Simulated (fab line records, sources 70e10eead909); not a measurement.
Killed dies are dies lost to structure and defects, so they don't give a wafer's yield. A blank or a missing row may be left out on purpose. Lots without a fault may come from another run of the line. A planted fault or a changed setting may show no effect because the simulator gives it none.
fab line records | flow nand_harc | part 1 of 2: steps 1 to 32 of 39
record lots=5 wafers=15 last_day=31
route steps=1302 shown A_ONON_D1@426 A_CHANNEL_HOLE_D1@450
lots that met no fault: from a run of the same line without faults
start_h: hours from the record's first day to the start of the lot's first wafer shown | wait_h: hours since the lot's step before | " the same as in the row above | L1.1+2: a row that stands for several wafers | - no value, or no start given | * or withheld: withheld | < > ~ a bound
route shown NAME@n: a module of which the file shows steps, and the number in the route of the first | usual: mean/standard deviation of fault-free wafers | same: alike in all rows | chamber/n: place in a boat | sites: the reading at each site | _std_site: their standard deviation | _edge_site: outer sites' mean less inner sites' | radius_mm: how far each site lies from the wafer's centre | mask NAME#n: copy n | behind: the tool/chamber that last shaped the wafer | hold: why the lot was held/for how many hours/how that ended | device: the transistor (n, p or np) that didn't switch | end of line: the same wafers' tests at the end of the route | a step without rows: its recipe alone | killed: dies lost to structure and defects at the first sort, not the wafer's yield | map: a wafer's dies, x killed, . not, _ none there
set.NAME: the setting as run; set.NAME@STEP: as run at that earlier step | model.NAME: the simulator's own value behind a step, which no gauge read
lots at some steps of the route; a table a step, a row a wafer
services: from which hour (start_h, from the record's first day; less than 0 if before it) a tool's chamber was out of use, for how many hours, and why
## steps
# step NHARC_A_ONON_D1_DEP_03
# recipe target_thk_a=10000 n2_flow_sccm=2750 n2o_flow_sccm=2000 nh3_flow_sccm=500 sih4_flow_sccm=210 temp_c=400
# columns lot.wafer tool chamber start_h wait_h
L079.2+4+6 pecvd_onon-01 0 211.92 0.1
L080.4+5+6 pecvd_onon-02 0 220.68 0.2
L088.4+5+6 pecvd_onon-03 0 312.59 0.2
L090.1+3+4 pecvd_onon-01 0 328.71 0.1
L091.2+4+6 pecvd_onon-01 0 339.41 0.1
# step NHARC_A_ONON_D1_THK_MEAS_05
# recipe thk_meas_gauge=ellipsometry
# usual thk_nm=1001/7.9
# columns lot.wafer tool chamber start_h wait_h thk_nm
L079.2 film_metro-02 - 212.37 - 1003
L079.4 " - " " 1004
L079.6 " - " " 1004
L080.4 film_metro-02 - 221.02 - 1009
L080.5 " - " " 1009
L080.6 " - " " 1008
L088.4 film_metro-01 - 312.93 - 1000
L088.5 " - " " 1001
L088.6 " - " " 1000
L090.1 film_metro-01 - 329.23 - 996
L090.3 " - " " 996
L090.4 " - " " 994
L091.2 film_metro-02 - 339.87 - 1009
L091.4 " - " " 1007
L091.6 " - " " 1006
# step NHARC_A_ONON_D1_DEP_06
# recipe target_thk_a=10000 n2_flow_sccm=2750 n2o_flow_sccm=2000 nh3_flow_sccm=500 sih4_flow_sccm=210 temp_c=400
# columns lot.wafer tool chamber start_h wait_h
L079.2+4+6 pecvd_onon-03 0 212.49 0.1
L080.4+5+6 pecvd_onon-01 0 221.25 0.2
L088.4+5+6 pecvd_onon-02 0 313.15 0.2
L090.1+3+4 pecvd_onon-02 0 329.28 0.1
L091.2+4+6 pecvd_onon-02 0 339.98 0.1
# step NHARC_A_ONON_D1_THK_MEAS_08
# recipe thk_meas_gauge=ellipsometry
# usual thk_nm=1000/9.8
# columns lot.wafer tool chamber start_h wait_h thk_nm
L079.2 film_metro-01 - 212.94 - 985
L079.4 " - " " 984
L079.6 " - " " 986
L080.4 film_metro-02 - 221.58 - 1000
L080.5 " - " " 1000
L080.6 " - " " 1000
L088.4 film_metro-02 - 313.49 - 1017
L088.5 " - " " 1018
L088.6 " - " " 1016
L090.1 film_metro-02 - 329.80 - 1007
L090.3 " - " " 1005
L090.4 " - " " 1008
L091.2 film_metro-02 - 340.44 - 1014
L091.4 " - " " 1013
L091.6 " - " " 1014
# step NHARC_A_ONON_D1_DEP_09
# recipe target_thk_a=10000 n2_flow_sccm=2750 n2o_flow_sccm=2000 nh3_flow_sccm=500 sih4_flow_sccm=210 temp_c=400
# columns lot.wafer tool chamber start_h wait_h
L079.2+4+6 pecvd_onon-01 0 213.06 0.1
L080.4+5+6 pecvd_onon-02 0 221.82 0.2
L088.4+5+6 pecvd_onon-03 0 313.72 0.2
L090.1+3+4 pecvd_onon-03 0 329.86 0.1
L091.2+4+6 pecvd_onon-03 0 340.55 0.1
# step NHARC_A_ONON_D1_THK_MEAS_11
# recipe thk_meas_gauge=ellipsometry
# usual thk_nm=995/11
# columns lot.wafer tool chamber start_h wait_h thk_nm
L079.2 film_metro-02 - 213.51 - 985
L079.4 " - " " 985
L079.6 " - " " 984
L080.4 film_metro-01 - 222.16 - 1019
L080.5 " - " " 1020
L080.6 " - " " 1018
L088.4 film_metro-02 - 314.08 - 988
L088.5 " - " " 989
L088.6 " - " " 991
L090.1 film_metro-01 - 330.37 - 1015
L090.3 " - " " 1016
L090.4 " - " " 1017
L091.2 film_metro-02 - 341.00 - 996
L091.4 " - " " 997
L091.6 " - " " 997
# step NHARC_A_ONON_D1_DEP_12
# recipe target_thk_a=10000 n2_flow_sccm=2750 n2o_flow_sccm=2000 nh3_flow_sccm=500 sih4_flow_sccm=210 temp_c=400
# columns lot.wafer tool chamber start_h wait_h
L079.2+4+6 pecvd_onon-03 0 213.62 0.1
L080.4+5+6 pecvd_onon-03 0 222.39 0.2
L088.4+5+6 pecvd_onon-01 0 314.31 0.2
L090.1+3+4 pecvd_onon-01 0 330.42 0.1
L091.2+4+6 pecvd_onon-01 0 341.12 0.1
# step NHARC_A_ONON_D1_THK_MEAS_14
# recipe thk_meas_gauge=ellipsometry
# usual thk_nm=1003/8.3
# columns lot.wafer tool chamber start_h wait_h thk_nm
L079.2 film_metro-02 - 214.07 - 994
L079.4 " - " " 994
L079.6 " - " " 995
L080.4 film_metro-01 - 222.73 - 1002
L080.5 " - " " 1001
L080.6 " - " " 1001
L088.4 film_metro-01 - 314.65 - 1020
L088.5 " - " " 1018
L088.6 " - " " 1018
L090.1 film_metro-02 - 330.93 - 1013
L090.3 " - " " 1012
L090.4 " - " " 1011
L091.2 film_metro-01 - 341.57 - 1012
L091.4 " - " " 1012
L091.6 " - " " 1013
# step NHARC_A_ONON_D1_ANNEAL_15
# recipe temp_c=750 time_s=3600
# usual spike_tc_centre_C=750.3/0.98
# columns lot.wafer tool chamber start_h wait_h spike_tc_centre_C
L079.2 furnace-08 0 217.46 3.4 749.4
L079.4 " 0 " " 751.4
L079.6 " 0 " " 750.5
L080.4 furnace-08 0 227.01 4.3 749.8
L080.5 " 0 " " 749.6
L080.6 " 0 " " 750.8
L088.4 furnace-05 0 320.63 6.0 751.6
L088.5 " 0 " " 749.3
L088.6 " 0 " " 750.5
L090.1 furnace-05 0 335.22 4.3 749.4
L090.3 " 0 " " 751.2
L090.4 " 0 " " 749.8
L091.2 furnace-03 0 345.25 3.7 748.6
L091.4 " 0 " " 750.5
L091.6 " 0 " " 752.6
# step NHARC_A_ONON_D1_DEP_16
# recipe target_thk_a=10000 n2_flow_sccm=2750 n2o_flow_sccm=2000 nh3_flow_sccm=500 sih4_flow_sccm=210 temp_c=400
# columns lot.wafer tool chamber start_h wait_h
L079.2+4+6 pecvd_onon-03 0 221.44 0.1
L080.4+5+6 pecvd_onon-01 0 231.09 0.2
L088.4+5+6 pecvd_onon-03 0 324.69 0.2
L090.1+3+4 pecvd_onon-02 0 339.09 0.1
L091.2+4+6 pecvd_onon-02 0 349.24 0.1
# step NHARC_A_ONON_D1_THK_MEAS_18
# recipe thk_meas_gauge=ellipsometry
# usual thk_nm=1005/13
# columns lot.wafer tool chamber start_h wait_h thk_nm
L079.2 film_metro-01 - 221.89 - 1026
L079.4 " - " " 1023
L079.6 " - " " 1025
L080.4 film_metro-02 - 231.43 - 1003
L080.5 " - " " 1002
L080.6 " - " " 1004
L088.4 film_metro-02 - 325.02 - 1014
L088.5 " - " " 1012
L088.6 " - " " 1015
L090.1 film_metro-01 - 339.61 - 1007
L090.3 " - " " 1007
L090.4 " - " " 1008
L091.2 film_metro-02 - 349.70 - 1000
L091.4 " - " " 1001
L091.6 " - " " 1001
# step NHARC_A_ONON_D1_DEP_19
# recipe target_thk_a=10000 n2_flow_sccm=2750 n2o_flow_sccm=2000 nh3_flow_sccm=500 sih4_flow_sccm=210 temp_c=400
# columns lot.wafer tool chamber start_h wait_h
L079.2+4+6 pecvd_onon-01 0 222.00 0.1
L080.4+5+6 pecvd_onon-02 0 231.66 0.2
L088.4+5+6 pecvd_onon-02 0 325.25 0.2
L090.1+3+4 pecvd_onon-03 0 339.66 0.1
L091.2+4+6 pecvd_onon-01 0 349.81 0.1
# step NHARC_A_ONON_D1_THK_MEAS_21
# recipe thk_meas_gauge=ellipsometry
# usual thk_nm=1001/8.5
# columns lot.wafer tool chamber start_h wait_h thk_nm
L079.2 film_metro-02 - 222.45 - 1005
L079.4 " - " " 1005
L079.6 " - " " 1004
L080.4 film_metro-02 - 232.00 - 1003
L080.5 " - " " 1004
L080.6 " - " " 1004
L088.4 film_metro-02 - 325.59 - 1007
L088.5 " - " " 1007
L088.6 " - " " 1006
L090.1 film_metro-02 - 340.17 - 1017
L090.3 " - " " 1019
L090.4 " - " " 1018
L091.2 film_metro-01 - 350.26 - 1008
L091.4 " - " " 1006
L091.6 " - " " 1007
# step NHARC_A_ONON_D1_DEP_22
# recipe target_thk_a=10000 n2_flow_sccm=2750 n2o_flow_sccm=2000 nh3_flow_sccm=500 sih4_flow_sccm=210 temp_c=400
# columns lot.wafer tool chamber start_h wait_h
L079.2+4+6 pecvd_onon-02 0 222.57 0.1
L080.4+5+6 pecvd_onon-01 0 232.23 0.2
L088.4+5+6 pecvd_onon-01 0 325.82 0.2
L090.1+3+4 pecvd_onon-01 0 340.23 0.1
L091.2+4+6 pecvd_onon-02 0 350.38 0.1
# step NHARC_A_ONON_D1_THK_MEAS_24
# recipe thk_meas_gauge=ellipsometry
# usual thk_nm=1001/11
# columns lot.wafer tool chamber start_h wait_h thk_nm
L079.2 film_metro-02 - 223.02 - 1005
L079.4 " - " " 1006
L079.6 " - " " 1007
L080.4 film_metro-01 - 232.57 - 1000
L080.5 " - " " 1000
L080.6 " - " " 1001
L088.4 film_metro-02 - 326.16 - 1001
L088.5 " - " " 1000
L088.6 " - " " 999
L090.1 film_metro-02 - 340.74 - 988
L090.3 " - " " 986
L090.4 " - " " 986
L091.2 film_metro-02 - 350.83 - 1009
L091.4 " - " " 1008
L091.6 " - " " 1010
# step NHARC_A_ONON_D1_DEP_25
# recipe target_thk_a=10000 n2_flow_sccm=2750 n2o_flow_sccm=2000 nh3_flow_sccm=500 sih4_flow_sccm=210 temp_c=400
# columns lot.wafer tool chamber start_h wait_h
L079.2+4+6 pecvd_onon-03 0 223.14 0.1
L080.4+5+6 pecvd_onon-02 0 232.80 0.2
L088.4+5+6 pecvd_onon-03 0 326.39 0.2
L090.1+3+4 pecvd_onon-02 0 340.79 0.1
L091.2+4+6 pecvd_onon-03 0 350.94 0.1
# step NHARC_A_ONON_D1_THK_MEAS_27
# recipe thk_meas_gauge=ellipsometry
# usual thk_nm=1002/8.7
# columns lot.wafer tool chamber start_h wait_h thk_nm
L079.2 film_metro-02 - 223.59 - 1011
L079.4 " - " " 1011
L079.6 " - " " 1010
L080.4 film_metro-02 - 233.13 - 1002
L080.5 " - " " 1001
L080.6 " - " " 1002
L088.4 film_metro-02 - 326.72 - 998
L088.5 " - " " 999
L088.6 " - " " 999
L090.1 film_metro-01 - 341.30 - 995
L090.3 " - " " 994
L090.4 " - " " 997
L091.2 film_metro-02 - 351.40 - 1014
L091.4 " - " " 1015
L091.6 " - " " 1015
# step NHARC_A_ONON_D1_DEP_28
# recipe target_thk_a=10000 n2_flow_sccm=2750 n2o_flow_sccm=2000 nh3_flow_sccm=500 sih4_flow_sccm=210 temp_c=400
# columns lot.wafer tool chamber start_h wait_h
L079.2+4+6 pecvd_onon-02 0 223.71 0.1
L080.4+5+6 pecvd_onon-01 0 233.36 0.2
L088.4+5+6 pecvd_onon-01 0 326.95 0.2
L090.1+3+4 pecvd_onon-03 0 341.36 0.1
L091.2+4+6 pecvd_onon-03 0 351.51 0.1
# step NHARC_A_ONON_D1_THK_MEAS_30
# recipe thk_meas_gauge=ellipsometry
# usual thk_nm=998/10
# columns lot.wafer tool chamber start_h wait_h thk_nm
L079.2 film_metro-02 - 224.16 - 1012
L079.4 " - " " 1011
L079.6 " - " " 1011
L080.4 film_metro-01 - 233.70 - 985
L080.5 " - " " 986
L080.6 " - " " 984
L088.4 film_metro-02 - 327.29 - 1020
L088.5 " - " " 1019
L088.6 " - " " 1018
L090.1 film_metro-02 - 341.87 - 996
L090.3 " - " " 995
L090.4 " - " " 997
L091.2 film_metro-02 - 351.96 - 988
L091.4 " - " " 989
L091.6 " - " " 989
# step NHARC_A_ONON_D1_DEP_33
# recipe target_thk_a=2000 temp_c=400 pressure_torr=6.5 rf_w=900 teos_flow_sccm=161.4 flow_sccm=2650 target_thk_nm=200 gas=O2 material=SiO2
# usual heater_power_w=555/87 rf_fwd_power_W=898.2/2.7 throttle_valve_pct=16.3/0.67
# columns lot.wafer tool chamber start_h wait_h heater_power_w rf_fwd_power_W throttle_valve_pct
L079.2 pecvd-04 1 224.26 0.1 582 896.0 15.9
L079.4 " 0 " " 456 899.5 16.7
L079.6 " 1 " " 588 899.9 15.8
L080.6 pecvd-04 2 233.89 0.2 689 896.4 17.1
L080.5 " 0 " " 444 900.7 16.6
L080.4 " 1 " " 482 903.9 15.8
L088.4 pecvd-04 2 327.48 0.2 660 901.4 16.8
L088.6 " 0 " " 486 897.7 16.3
L088.5 " 1 " " 510 900.1 16.5
L090.3 pecvd-02 0 341.93 0.1 651 899.6 17.3
L090.1 " 1 " " 658 899.4 16.6
L090.4 " 2 " " 413 895.9 16.1
L091.2 pecvd-01 1 352.11 0.1 492 901.2 16.1
L091.6 " 2 " " 521 899.8 15.9
L091.4 " 1 " " 489 901.1 16.0
# step NHARC_A_ONON_D1_THK_MEAS_34
# recipe thk_meas_gauge=ellipsometry
# usual thk_nm=199.7/2.8
# columns lot.wafer tool chamber start_h wait_h thk_nm
L079.2 film_metro-01 - 224.62 - 197.7
L079.4 " - " " 202.0
L079.6 " - " " 201.5
L080.4 film_metro-01 - 234.17 - 200.3
L080.5 " - " " 202.1
L080.6 " - " " 198.4
L088.4 film_metro-02 - 327.76 - 205.2
L088.5 " - " " 202.8
L088.6 " - " " 199.8
L090.1 film_metro-01 - 342.34 - 199.5
L090.3 " - " " 196.7
L090.4 " - " " 199.8
L091.2 film_metro-01 - 352.44 - 200.5
L091.4 " - " " 197.9
L091.6 " - " " 198.7
# step NHARC_A_ONON_D1_INSPECT_32
# usual raw_defect_count=71/23
# columns lot.wafer tool chamber start_h wait_h raw_defect_count
L079.2 defect_inspect-01 - 224.69 0.0 138
L079.4 " - " " 57
L079.6 " - " " 77
L080.4 defect_inspect-01 - 234.25 0.0 95
L080.5 " - " " 55
L080.6 " - " " 69
L088.4 defect_inspect-02 - 327.82 0.0 83
L088.5 " - " " 117
L088.6 " - " " 62
L090.1 defect_inspect-02 - 342.42 0.0 81
L090.3 " - " " 100
L090.4 " - " " 61
L091.2 defect_inspect-02 - 352.52 0.0 50
L091.4 " - " " 67
L091.6 " - " " 54
# step NHARC_A_CHANNEL_HOLE_D1_DEP_00
# recipe target_thk_a=31000 temp_c=400 material=aC
# usual throttle_valve_pct=34.999/0.0099
# columns lot.wafer tool chamber start_h wait_h throttle_valve_pct
L079.2 acl_dep-01 0 227.49 2.8 35.003
L079.4 " 0 " " 34.999
L079.6 " 0 " " 34.991
L080.4 acl_dep-01 0 236.82 2.6 34.990
L080.5 " 0 " " 34.992
L080.6 " 0 " " 34.997
L088.4 acl_dep-01 0 330.25 2.4 34.973
L088.5 " 0 " " 34.998
L088.6 " 0 " " 34.998
L090.1 acl_dep-02 0 342.49 0.1 35.018
L090.3 " 0 " " 35.005
L090.4 " 0 " " 35.016
L091.2 acl_dep-01 0 354.97 2.4 35.007
L091.4 " 0 " " 35.001
L091.6 " 0 " " 34.986
# step NHARC_A_CHANNEL_HOLE_D1_DEP_01
# recipe target_thk_a=1400 target_thk_nm=140 temp_c=400 pressure_torr=3.5 flow_sccm=200 rf_w=350 material=SiON
# usual heater_power_w=782/120 rf_fwd_power_W=348.7/1
# columns lot.wafer tool chamber start_h wait_h heater_power_w rf_fwd_power_W
L079.2 pecvd-03 2 229.16 1.3 1015 349.6
L079.4 " 0 " " 776 349.4
L079.6 " 1 " " 778 350.5
L080.4 pecvd-03 1 238.15 1.0 802 348.1
L080.5 " 2 " " 944 350.4
L080.6 " 0 " " 728 350.0
L088.6 pecvd-03 0 331.30 0.1 718 348.2
L088.5 " 1 " " 652 348.4
L088.4 " 2 " " 888 348.3
L090.3 pecvd-02 0 344.43 1.0 816 347.9
L090.1 " 2 " " 644 348.0
L090.4 " 2 " " 639 349.6
L091.2 pecvd-04 1 356.63 1.3 806 349.0
L091.4 " 0 " " 571 348.6
L091.6 " 2 " " 862 348.2
# step NHARC_A_CHANNEL_HOLE_D1_DEHYDRATE_02
# recipe temp_c=150 time_s=120
# usual plate_temp_C=149.98/0.16
# columns lot.wafer tool chamber start_h wait_h plate_temp_C
L079.2 litho_track-01 0 229.37 0.2 150.20
L079.4 " 0 " " 150.12
L079.6 " 0 " " 150.04
L080.4 litho_track-04 0 238.34 0.2 150.03
L080.5 " 0 " " 150.08
L080.6 " 0 " " 149.95
L088.4 litho_track-06 0 331.49 0.1 150.05
L088.5 " 0 " " 150.04
L088.6 " 0 " " 150.09
L090.1 litho_track-04 0 344.73 0.2 150.18
L090.3 " 0 " " 150.15
L090.4 " 0 " " 150.27
L091.2 litho_track-04 0 356.87 0.2 150.14
L091.4 " 0 " " 150.08
L091.6 " 0 " " 149.77
# step NHARC_A_CHANNEL_HOLE_D1_HMDS_03
# recipe time_s=30
# columns lot.wafer tool chamber start_h wait_h
L079.2+4+6 litho_track-01 0 - -
L080.4+5+6 litho_track-04 0 - -
L088.4+5+6 litho_track-06 0 - -
L090.1+3+4 litho_track-04 0 - -
L091.2+4+6 litho_track-04 0 - -
# step NHARC_A_CHANNEL_HOLE_D1_COAT_36
# recipe temp_c=260 time_s=75
# usual plate_temp_C=260.02/0.18
# columns lot.wafer tool chamber start_h wait_h plate_temp_C
L079.2 litho_track-01 0 - - 259.96
L079.4 " 0 " " 260.24
L079.6 " 0 " " 259.78
L080.4 litho_track-04 0 - - 260.23
L080.5 " 0 " " 260.15
L080.6 " 0 " " 260.07
L088.4 litho_track-06 0 - - 259.98
L088.5 " 0 " " 259.91
L088.6 " 0 " " 259.87
L090.1 litho_track-04 0 - - 259.76
L090.3 " 0 " " 260.04
L090.4 " 0 " " 259.79
L091.2 litho_track-04 0 - - 259.62
L091.4 " 0 " " 259.86
L091.6 " 0 " " 259.74
# step NHARC_A_CHANNEL_HOLE_D1_COAT_37
# recipe temp_c=225 time_s=65
# usual plate_temp_C=224.98/0.19
# columns lot.wafer tool chamber start_h wait_h plate_temp_C
L079.2 litho_track-01 0 - - 225.30
L079.4 " 0 " " 224.96
L079.6 " 0 " " 225.36
L080.4 litho_track-04 0 - - 225.31
L080.5 " 0 " " 225.29
L080.6 " 0 " " 225.23
L088.4 litho_track-06 0 - - 225.09
L088.5 " 0 " " 225.19
L088.6 " 0 " " 224.86
L090.1 litho_track-04 0 - - 224.95
L090.3 " 0 " " 224.94
L090.4 " 0 " " 225.00
L091.2 litho_track-04 0 - - 224.98
L091.4 " 0 " " 225.02
L091.6 " 0 " " 224.96
# step NHARC_A_CHANNEL_HOLE_D1_COAT_04
# recipe spin_rpm=1500 resist_thk_nm=90
# columns lot.wafer tool chamber start_h wait_h
L079.2+4+6 litho_track-01 0 - -
L080.4+5+6 litho_track-04 0 - -
L088.4+5+6 litho_track-06 0 - -
L090.1+3+4 litho_track-04 0 - -
L091.2+4+6 litho_track-04 0 - -
# step NHARC_A_CHANNEL_HOLE_D1_SOFTBAKE_05
# recipe temp_c=105 time_s=55
# usual plate_temp_C=104.99/0.13
# columns lot.wafer tool chamber start_h wait_h plate_temp_C
L079.2 litho_track-01 0 - - 105.04
L079.4 " 0 " " 104.81
L079.6 " 0 " " 105.02
L080.4 litho_track-04 0 - - 105.14
L080.5 " 0 " " 104.78
L080.6 " 0 " " 104.87
L088.4 litho_track-06 0 - - 104.93
L088.5 " 0 " " 105.22
L088.6 " 0 " " 105.13
L090.1 litho_track-04 0 - - 104.77
L090.3 " 0 " " 104.82
L090.4 " 0 " " 104.97
L091.2 litho_track-04 0 - - 104.94
L091.4 " 0 " " 104.84
L091.6 " 0 " " 104.97
# step NHARC_A_CHANNEL_HOLE_D1_EBR_06
# columns lot.wafer tool chamber start_h wait_h
L079.2+4+6 litho_track-01 0 - -
L080.4+5+6 litho_track-04 0 - -
L088.4+5+6 litho_track-06 0 - -
L090.1+3+4 litho_track-04 0 - -
L091.2+4+6 litho_track-04 0 - -
# step NHARC_A_CHANNEL_HOLE_D1_EXPOSE_07
# recipe na=1.35 target_cd_nm=100 sigma_outer=0.3 dose_mj=59.65 mask_id=HOLE_D1
# usual reticle_temp_C=23.01/0.11
# columns lot.wafer tool chamber start_h wait_h mask reticle_temp_C
L079.2 arfi_scanner-03 0 229.69 - HOLE_D1#0 22.91
L079.4 " 0 " " HOLE_D1#0 23.12
L079.6 " 0 " " HOLE_D1#0 23.00
L080.4 arfi_scanner-02 0 238.66 - HOLE_D1#0 23.06
L080.5 " 0 " " HOLE_D1#0 22.96
L080.6 " 0 " " HOLE_D1#0 23.05
L088.4 arfi_scanner-01 0 331.68 - HOLE_D1#0 22.77
L088.5 " 0 " " HOLE_D1#0 22.82
L088.6 " 0 " " HOLE_D1#0 22.74
L090.1 arfi_scanner-03 0 345.04 - HOLE_D1#0 23.08
L090.3 " 0 " " HOLE_D1#0 23.19
L090.4 " 0 " " HOLE_D1#0 23.08
L091.2 arfi_scanner-01 0 357.19 - HOLE_D1#0 23.08
L091.4 " 0 " " HOLE_D1#0 23.03
L091.6 " 0 " " HOLE_D1#0 22.83
